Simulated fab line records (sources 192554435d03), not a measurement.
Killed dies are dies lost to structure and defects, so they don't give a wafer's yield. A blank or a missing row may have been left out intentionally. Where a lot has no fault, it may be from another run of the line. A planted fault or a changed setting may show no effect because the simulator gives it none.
Matching of chambers    flow n5Finfet    3 sister chambers for N5_BEOL_M3_PECVD_72 on pecvd-01
The step deposits SiO2 from TEOS/O2, target thk 16 nm, time 18 s. 3 wafers are shown with their chamber, then 7 later ones without.

== WAFERS PAIRED WITH THEIR CHAMBERS ==
wafer   chamber  heaterPowerW (W)
L090.3  2        1031
L092.2  1        630
L092.3  0        755

== WAFERS WITHOUT THEIR CHAMBER ==
wafer   heaterPowerW (W)
L092.6  749
L094.3  764
L094.5  771
L094.6  532
L097.1  611
L097.3  695
L097.4  621

== CHAMBER TAKEN BY EACH ==
wafer   from the rows above      in truth
L092.6  0                        0
L094.3  0                        0
L094.5  0                        0
L094.6  1                        1
L097.1  1                        1
L097.3  can't be placed: 0 or 1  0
L097.4  1                        1
Correctly placed: 6 of 7. From these rows, 1 cannot be placed; in 1 the true chamber is one of the candidates. Wrongly placed: 0.
How it was worked out, from the rows above alone: a wafer's distance from a chamber is the root of the sum, over the readings, of the square of ((its reading less the chamber's mean) divided by the reading's scatter). If the next closest chamber is less than 2 further off than the closest, the wafer can't be placed; otherwise it belongs to the closest. Each chamber's mean is taken over the wafers shown for it. The scatter (one wafer shown for each chamber): square how far every hidden wafer sits from the nearest shown wafer, average those squares and take the square root.
